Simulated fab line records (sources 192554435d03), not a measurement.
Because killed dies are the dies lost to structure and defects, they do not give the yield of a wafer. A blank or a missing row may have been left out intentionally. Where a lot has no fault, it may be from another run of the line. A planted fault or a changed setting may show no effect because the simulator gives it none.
Chamber matching | flow n5-finfet | N5_SDB_ALD_29 on ald-sin-01: 4 sister chambers
The step deposits SiNx, target thk 30 nm, pulse time 1 s, ald cycles 600. 14 wafers are shown with their chamber, then 7 later ones without.

## WAFERS, EACH WITH ITS CHAMBER
wafer  | chamber | heater-power-w (W) | precursor-pulse-height-rel | susceptor-temp-C (C)
L076.1 | 1       | 817                | 1.033                      | 400.26
L076.2 | 2       | 711                | 0.985                      | 400.05
L076.4 | 0       | 943                | 0.987                      | 400.24
L078.2 | 1       | 826                | 1.008                      | 400.08
L078.3 | 3       | 951                | 1.046                      | 400.41
L078.6 | 2       | 732                | 1.011                      | 399.98
L080.2 | 1       | 836                | 0.980                      | 399.94
L080.4 | 3       | 926                | 0.996                      | 399.64
L080.5 | 2       | 712                | 1.012                      | 399.63
L088.1 | 1       | 822                | 1.039                      | 399.91
L088.3 | 0       | 958                | 0.986                      | 399.83
L088.4 | 3       | 947                | 1.004                      | 400.00
L091.1 | 2       | 718                | 0.990                      | 400.03
L091.3 | 1       | 823                | 1.022                      | 400.03

SIGNATURES (averages over the wafers above)
reading                    | chamber 0 | chamber 1 | chamber 2 | chamber 3 | scatter within a chamber
heater-power-w             | 950.50    | 824.80    | 718.25    | 941.33    | 9.76
precursor-pulse-height-rel | 0.98650   | 1.01640   | 0.99950   | 1.01533   | 0.0206
susceptor-temp-C           | 400.0350  | 400.0440  | 399.9225  | 400.0167  | 0.24
Rule: a wafer lies at a distance from a chamber equal to the root of the sum of squares, over the readings, of (its reading less the chamber's mean, divided by the reading's scatter). If the next closest chamber is less than 2 further off than the closest, the wafer can't be placed; otherwise it belongs to the closest. The scatter: the root of (the sum of the squares of (reading less its chamber's mean) over the shown wafers, divided by (wafers less chambers)).

## WAFERS WITHOUT THEIR CHAMBER
wafer  | heater-power-w (W) | precursor-pulse-height-rel | susceptor-temp-C (C)
L091.6 | 985                | 1.013                      | 400.02
L095.2 | 925                | 1.042                      | 400.20
L095.4 | 702                | 0.984                      | 400.01
L095.5 | 790                | 1.014                      | 399.74
L097.2 | 939                | 0.987                      | 399.91
L097.3 | 691                | 1.017                      | 400.24
L097.5 | 795                | 0.999                      | 400.27

## THE CHAMBER EACH PASSED THROUGH
wafer  | from the rows above     | in truth
L091.6 | can't be placed: 0 or 3 | 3
L095.2 | can't be placed: 3 or 0 | 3
L095.4 | 2                       | 2
L095.5 | 1                       | 1
L097.2 | can't be placed: 0 or 3 | 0
L097.3 | 2                       | 2
L097.5 | 1                       | 1
Correct placement for 4 of the 7. These rows do not allow placing 3 (true chamber among the candidates in 3). Placed wrongly: 0.
